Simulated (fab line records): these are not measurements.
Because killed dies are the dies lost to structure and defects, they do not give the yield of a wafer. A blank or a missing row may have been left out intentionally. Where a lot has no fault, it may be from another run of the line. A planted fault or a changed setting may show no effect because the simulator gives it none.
The tool behind it: which one? / flow n5_finfet / 9 lots, 27 wafers sampled, at 7 steps of a route of 1938

== WHAT THE GAUGES READ, wafer by wafer ==
N5_BEOL_M1_RS_MEAS_58: the measuring method here is four-point-probe. Usual: M1_RS gives 0.67 ohm/sq (standard deviation 0.031).
lot=L793; measured=day 6 19:17; on=film_metro-01; M1_RS (ohm/sq)=0.72 0.72 0.69; flag=
lot=L795; measured=day 7 15:29; on=film_metro-01; M1_RS (ohm/sq)=0.65 0.64 0.64; flag=
lot=L800; measured=day 8 16:28; on=film_metro-01; M1_RS (ohm/sq)=0.71 0.70 0.63; flag=
lot=L801; measured=day 8 23:25; on=film_metro-02; M1_RS (ohm/sq)=0.71 0.65 0.70; flag=
lot=L802; measured=day 9 04:16; on=film_metro-02; M1_RS (ohm/sq)=0.67 0.66 0.62; flag=
lot=L805; measured=day 9 11:38; on=film_metro-02; M1_RS (ohm/sq)=0.69 0.68 0.68; flag=
lot=L806; measured=day 9 19:50; on=film_metro-01; M1_RS (ohm/sq)=0.66 0.68 0.62; flag=
lot=L811; measured=day 11 08:05; on=film_metro-01; M1_RS (ohm/sq)=0.71 0.69 0.72; flag=
lot=L815; measured=day 12 08:02; on=film_metro-01; M1_RS (ohm/sq)=0.66 0.65 0.66; flag=

N5_BEOL_M1_INSPECT_59: inspects for defects (darkfield). Usual: raw_defect_count reads 68 (standard deviation 22).
lot=L793; measured=day 6 19:19; on=defect_inspect-01; raw_defect_count=74 79 53; flag=
lot=L795; measured=day 7 15:31; on=defect_inspect-01; raw_defect_count=85 67 44; flag=
lot=L800; measured=day 8 16:29; on=defect_inspect-02; raw_defect_count=50 34 49; flag=
lot=L801; measured=day 8 23:27; on=defect_inspect-01; raw_defect_count=40 61 59; flag=
lot=L802; measured=day 9 04:17; on=defect_inspect-02; raw_defect_count=67 43 57; flag=
lot=L805; measured=day 9 11:40; on=defect_inspect-02; raw_defect_count=32 54 43; flag=
lot=L806; measured=day 9 19:51; on=defect_inspect-01; raw_defect_count=40 65 77; flag=
lot=L811; measured=day 11 08:07; on=defect_inspect-01; raw_defect_count=98 91 96; flag=
lot=L815; measured=day 12 08:04; on=defect_inspect-01; raw_defect_count=66 64 43; flag=

N5_BEOL_M2_INSPECT_13: inspects for defects (brightfield). Usual: raw_defect_count reads 379 (standard deviation 82).
lot=L793; measured=day 6 20:17; on=defect_inspect-02; raw_defect_count=342 370 342; flag=
lot=L795; measured=day 7 16:47; on=defect_inspect-02; raw_defect_count=391 301 297; flag=
lot=L800; measured=day 8 17:45; on=defect_inspect-01; raw_defect_count=1175 908 991; flag=OFF
lot=L801; measured=day 9 00:56; on=defect_inspect-01; raw_defect_count=323 355 330; flag=
lot=L802; measured=day 9 06:27; on=defect_inspect-01; raw_defect_count=1067 1096 1137; flag=OFF
lot=L805; measured=day 9 12:56; on=defect_inspect-02; raw_defect_count=303 304 283; flag=
lot=L806; measured=day 9 21:19; on=defect_inspect-01; raw_defect_count=433 296 333; flag=
lot=L811; measured=day 11 09:53; on=defect_inspect-01; raw_defect_count=343 282 303; flag=
lot=L815; measured=day 12 10:58; on=defect_inspect-01; raw_defect_count=401 367 460; flag=

N5_BEOL_M2_INSPECT_30: inspects for defects (brightfield). Usual: raw_defect_count reads 378 (standard deviation 79).
lot=L793; measured=day 6 21:46; on=defect_inspect-02; raw_defect_count=311 364 337; flag=
lot=L795; measured=day 7 17:47; on=defect_inspect-02; raw_defect_count=374 310 280; flag=
lot=L800; measured=day 8 18:40; on=defect_inspect-02; raw_defect_count=1140 886 975; flag=OFF
lot=L801; measured=day 9 02:00; on=defect_inspect-02; raw_defect_count=318 331 335; flag=
lot=L802; measured=day 9 07:29; on=defect_inspect-01; raw_defect_count=1081 1077 1114; flag=OFF
lot=L805; measured=day 9 13:49; on=defect_inspect-01; raw_defect_count=316 331 317; flag=
lot=L806; measured=day 9 22:26; on=defect_inspect-01; raw_defect_count=416 304 328; flag=
lot=L811; measured=day 11 11:01; on=defect_inspect-01; raw_defect_count=323 275 294; flag=
lot=L815; measured=day 12 12:00; on=defect_inspect-01; raw_defect_count=394 350 468; flag=

N5_BEOL_M4_RC_MEAS_101. Usual: DIBL_N 36.3 mV/V, standard deviation 1.1; DIBL_P 36.3 mV/V, standard deviation 1.4; IOFF_N 0.155 nA/um, standard deviation 0.019; IOFF_P 0.211 nA/um, standard deviation 0.027; ION_N 672 uA/um, standard deviation 8.5; ION_P 462 uA/um, standard deviation 5.8; SS_N 71.5 mV/dec, standard deviation 0.56; SS_P 73.3 mV/dec, standard deviation 0.52; VT_N 249.9 mV, standard deviation 2.5; VT_P -249.8 mV, standard deviation 2.8.
lot=L793; measured=day 9 04:07; on=prober-01; DIBL_N (mV/V)=39.0 36.3 36.8; DIBL_P (mV/V)=37.5 36.0 35.1; IOFF_N (nA/um)=0.173 0.139 0.135; IOFF_P (nA/um)=0.234 0.203 0.192; ION_N (uA/um)=668 675 670; ION_P (uA/um)=458 463 453; SS_N (mV/dec)=72.5 70.9 72.2; SS_P (mV/dec)=74.6 73.4 73.6; VT_N (mV)=250.1 250.3 253.8; VT_P (mV)=-247.6 -250.4 -255.3; flag=
lot=L795; measured=day 10 12:52; on=prober-01; DIBL_N (mV/V)=35.6 34.9 35.7; DIBL_P (mV/V)=36.9 35.4 35.9; IOFF_N (nA/um)=0.152 0.134 0.153; IOFF_P (nA/um)=0.178 0.170 0.178; ION_N (uA/um)=669 670 671; ION_P (uA/um)=451 456 455; SS_N (mV/dec)=71.1 71.3 72.0; SS_P (mV/dec)=73.6 73.3 73.3; VT_N (mV)=248.7 249.2 251.5; VT_P (mV)=-253.7 -252.4 -253.4; flag=
lot=L800; measured=day 13 01:34; on=prober-02; DIBL_N (mV/V)=36.7 37.7 36.1; DIBL_P (mV/V)=37.0 37.7 34.9; IOFF_N (nA/um)=0.177 0.182 0.156; IOFF_P (nA/um)=0.217 0.223 0.183; ION_N (uA/um)=689 677 670; ION_P (uA/um)=466 459 456; SS_N (mV/dec)=71.6 72.3 71.0; SS_P (mV/dec)=74.0 73.2 73.2; VT_N (mV)=250.4 245.9 249.7; VT_P (mV)=-248.3 -247.1 -251.6; flag=
lot=L801; measured=day 17 15:38; on=prober-02; DIBL_N (mV/V)=35.6 35.7 36.2; DIBL_P (mV/V)=35.6 36.2 36.6; IOFF_N (nA/um)=0.134 0.138 0.144; IOFF_P (nA/um)=0.184 0.190 0.195; ION_N (uA/um)=670 664 668; ION_P (uA/um)=460 463 461; SS_N (mV/dec)=71.4 71.3 71.4; SS_P (mV/dec)=73.3 72.7 73.2; VT_N (mV)=250.1 251.8 250.7; VT_P (mV)=-253.3 -253.4 -251.7; flag=
lot=L802; measured=day 13 23:12; on=prober-02; DIBL_N (mV/V)=35.9 35.7 35.2; DIBL_P (mV/V)=36.0 35.8 35.6; IOFF_N (nA/um)=0.138 0.138 0.128; IOFF_P (nA/um)=0.162 0.165 0.158; ION_N (uA/um)=662 671 668; ION_P (uA/um)=451 455 456; SS_N (mV/dec)=71.5 71.1 70.8; SS_P (mV/dec)=73.4 72.9 72.3; VT_N (mV)=250.9 253.8 255.3; VT_P (mV)=-255.3 -253.9 -256.4; flag=
lot=L805; measured=day 14 23:47; on=prober-01; DIBL_N (mV/V)=34.7 36.8 35.3; DIBL_P (mV/V)=33.6 35.7 34.6; IOFF_N (nA/um)=0.137 0.175 0.146; IOFF_P (nA/um)=0.184 0.211 0.197; ION_N (uA/um)=666 667 665; ION_P (uA/um)=458 453 458; SS_N (mV/dec)=70.4 71.2 70.7; SS_P (mV/dec)=72.8 73.8 73.1; VT_N (mV)=250.3 248.7 248.0; VT_P (mV)=-251.3 -250.6 -250.7; flag=
lot=L806; measured=day 15 10:38; on=prober-01; DIBL_N (mV/V)=36.8 34.9 37.2; DIBL_P (mV/V)=37.0 35.0 37.4; IOFF_N (nA/um)=0.144 0.116 0.153; IOFF_P (nA/um)=0.238 0.204 0.250; ION_N (uA/um)=663 650 665; ION_P (uA/um)=460 455 460; SS_N (mV/dec)=72.3 71.6 72.1; SS_P (mV/dec)=73.7 72.6 73.7; VT_N (mV)=251.8 257.1 251.9; VT_P (mV)=-247.6 -250.4 -248.8; flag=
lot=L811; measured=day 17 01:21; on=prober-02; DIBL_N (mV/V)=38.3 37.5 36.9; DIBL_P (mV/V)=37.3 35.8 35.6; IOFF_N (nA/um)=0.176 0.154 0.149; IOFF_P (nA/um)=0.236 0.206 0.204; ION_N (uA/um)=677 680 669; ION_P (uA/um)=462 465 457; SS_N (mV/dec)=71.2 71.6 71.5; SS_P (mV/dec)=73.9 73.1 73.6; VT_N (mV)=245.9 252.5 250.5; VT_P (mV)=-248.3 -249.6 -249.6; flag=
lot=L815; measured=day 17 17:07; on=prober-01; DIBL_N (mV/V)=35.6 36.3 36.0; DIBL_P (mV/V)=35.2 34.7 35.2; IOFF_N (nA/um)=0.158 0.159 0.158; IOFF_P (nA/um)=0.210 0.200 0.205; ION_N (uA/um)=682 666 675; ION_P (uA/um)=464 459 458; SS_N (mV/dec)=72.1 72.0 71.3; SS_P (mV/dec)=73.3 73.4 73.0; VT_N (mV)=248.2 249.2 249.8; VT_P (mV)=-248.4 -250.9 -249.2; flag=

== WHAT TOOL EACH LOT RAN ON (gives the tool, then ch and the chambers of the sampled wafers, and finally the start) ==
lot=L793; N5_BEOL_M2_HM_DEP_02=pvd_sputter-02, day 6 19:49; N5_BEOL_M2_DESCUM_16=rie_diel-02 ch 0,2, day 6 20:47
lot=L795; N5_BEOL_M2_HM_DEP_02=pvd_sputter-02, day 7 16:11; N5_BEOL_M2_DESCUM_16=rie_diel-02 ch 1,2, day 7 16:49
lot=L800; N5_BEOL_M2_HM_DEP_02=pvd_sputter-02, day 8 17:16; N5_BEOL_M2_DESCUM_16=rie_diel-04 ch 0,2,3, day 8 17:47
lot=L801; N5_BEOL_M2_HM_DEP_02=pvd_sputter-01, day 9 00:27; N5_BEOL_M2_DESCUM_16=rie_diel-02 ch 0,2, day 9 00:58
lot=L802; N5_BEOL_M2_HM_DEP_02=pvd_sputter-02, day 9 05:02; N5_BEOL_M2_DESCUM_16=rie_diel-05 ch 1,2,3, day 9 06:29
lot=L805; N5_BEOL_M2_HM_DEP_02=pvd_sputter-01, day 9 12:27; N5_BEOL_M2_DESCUM_16=rie_diel-05 ch 0,1,3, day 9 12:58
lot=L806; N5_BEOL_M2_HM_DEP_02=pvd_sputter-01, day 9 20:50; N5_BEOL_M2_DESCUM_16=rie_diel-05 ch 0,2,3, day 9 21:28
lot=L811; N5_BEOL_M2_HM_DEP_02=pvd_sputter-01, day 11 09:17; N5_BEOL_M2_DESCUM_16=rie_diel-05 ch 2,3, day 11 09:55
lot=L815; N5_BEOL_M2_HM_DEP_02=pvd_sputter-01, day 12 10:22; N5_BEOL_M2_DESCUM_16=rie_diel-02 ch 0,2,3, day 12 11:02
- N5_BEOL_M2_HM_DEP_02: deposits TiN, target thk 20 nm.
- N5_BEOL_M2_DESCUM_16: chemistry O2, time 7 s.

== AS READ BY THE TOOLS THEMSELVES (means over the sampled wafers that have a number; for cases with no such wafer, the mark the record gives instead) ==
N5_BEOL_M2_HM_DEP_02. Usual: throttle_valve_pct reads 29.7 % (standard deviation 1.1).
lot=L793; tool=pvd_sputter-02; throttle_valve_pct (%)=29.9; flag=
lot=L795; tool=pvd_sputter-02; throttle_valve_pct (%)=29.1; flag=
lot=L800; tool=pvd_sputter-02; throttle_valve_pct (%)=29.9; flag=
lot=L801; tool=pvd_sputter-01; throttle_valve_pct (%)=30.9; flag=
lot=L802; tool=pvd_sputter-02; throttle_valve_pct (%)=29.5; flag=
lot=L805; tool=pvd_sputter-01; throttle_valve_pct (%)=30.0; flag=
lot=L806; tool=pvd_sputter-01; throttle_valve_pct (%)=29.8; flag=
lot=L811; tool=pvd_sputter-01; throttle_valve_pct (%)=30.7; flag=
lot=L815; tool=pvd_sputter-01; throttle_valve_pct (%)=28.9; flag=

N5_BEOL_M2_DESCUM_16. Usual: drypump_motor_current_A 5.8 A, standard deviation 0.44; o2_flow_sccm 225.0 sccm, standard deviation 0.64; oes_product_au 0.79 a.u., standard deviation 0.099; rf_vpp_V 243.7 V, standard deviation 1.3; showerhead_plenum_p_Torr 2.13 Torr, standard deviation 0.075; throttle_valve_pct 20.49 %, standard deviation 0.18.
lot=L793; tool=rie_diel-02; drypump_motor_current_A (A)=5.7; o2_flow_sccm (sccm)=224.9; oes_product_au (a.u.)=0.78; rf_vpp_V (V)=244.1; showerhead_plenum_p_Torr (Torr)=2.13; throttle_valve_pct (%)=20.44; flag=
lot=L795; tool=rie_diel-02; drypump_motor_current_A (A)=5.7; o2_flow_sccm (sccm)=224.6; oes_product_au (a.u.)=0.79; rf_vpp_V (V)=243.8; showerhead_plenum_p_Torr (Torr)=2.19; throttle_valve_pct (%)=20.46; flag=
lot=L800; tool=rie_diel-04; drypump_motor_current_A (A)=5.5; o2_flow_sccm (sccm)=225.0; oes_product_au (a.u.)=0.79; rf_vpp_V (V)=243.7; showerhead_plenum_p_Torr (Torr)=2.15; throttle_valve_pct (%)=20.46; flag=
lot=L801; tool=rie_diel-02; drypump_motor_current_A (A)=5.6; o2_flow_sccm (sccm)=224.9; oes_product_au (a.u.)=0.76; rf_vpp_V (V)=244.4; showerhead_plenum_p_Torr (Torr)=2.12; throttle_valve_pct (%)=20.46; flag=
lot=L802; tool=rie_diel-05; drypump_motor_current_A (A)=5.9; o2_flow_sccm (sccm)=225.1; oes_product_au (a.u.)=0.78; rf_vpp_V (V)=243.7; showerhead_plenum_p_Torr (Torr)=2.19; throttle_valve_pct (%)=20.53; flag=
lot=L805; tool=rie_diel-05; drypump_motor_current_A (A)=6.1; o2_flow_sccm (sccm)=224.9; oes_product_au (a.u.)=0.85; rf_vpp_V (V)=244.8; showerhead_plenum_p_Torr (Torr)=2.18; throttle_valve_pct (%)=20.38; flag=
lot=L806; tool=rie_diel-05; drypump_motor_current_A (A)=6.2; o2_flow_sccm (sccm)=224.7; oes_product_au (a.u.)=0.76; rf_vpp_V (V)=244.1; showerhead_plenum_p_Torr (Torr)=2.15; throttle_valve_pct (%)=20.60; flag=
lot=L811; tool=rie_diel-05; drypump_motor_current_A (A)=6.1; o2_flow_sccm (sccm)=224.7; oes_product_au (a.u.)=0.68; rf_vpp_V (V)=243.4; showerhead_plenum_p_Torr (Torr)=2.15; throttle_valve_pct (%)=20.75; flag=
lot=L815; tool=rie_diel-02; drypump_motor_current_A (A)=5.6; o2_flow_sccm (sccm)=225.0; oes_product_au (a.u.)=0.73; rf_vpp_V (V)=242.2; showerhead_plenum_p_Torr (Torr)=2.05; throttle_valve_pct (%)=20.53; flag=

== THE ANSWER, worked out from the rows above alone ==
Rule: lot off if the mean of its wafers having a number is beyond 3 standard deviations from the usual mean. A lot without any number at a reading at which 4 lots or more have one is off too. Where the step has rows for the other lots, those lots are counted as sound. Order of review: gauges by route order, followed by the tools' own readings, for which a lot's mean as printed above is used. The first step at which some lot is off is used, and at that step the reading that is off furthest; a lot without a number counts as furthest.
Off, at N5_BEOL_M2_INSPECT_13 on raw_defect_count: L800, L802.
If a tool, at a process step before that reading, ran all the lots that are off and no sound lot after the first of them, it fits. The gauges at N5_BEOL_M2_INSPECT_13 are tried like those tools. One fits: pvd_sputter-02 at N5_BEOL_M2_HM_DEP_02. A fault onset in the window from L795 (day 7 16:11, its last sound lot) to L800 (day 8 17:16, its first lot off) fits.

== WHAT THE SIMULATOR HAD INSERTED ==
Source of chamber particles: pvd_sputter-02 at N5_BEOL_M2_HM_DEP_02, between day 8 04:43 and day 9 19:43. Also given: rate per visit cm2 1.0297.
Struck lots among those shown: L800, L802. The rule above reached the same finding.
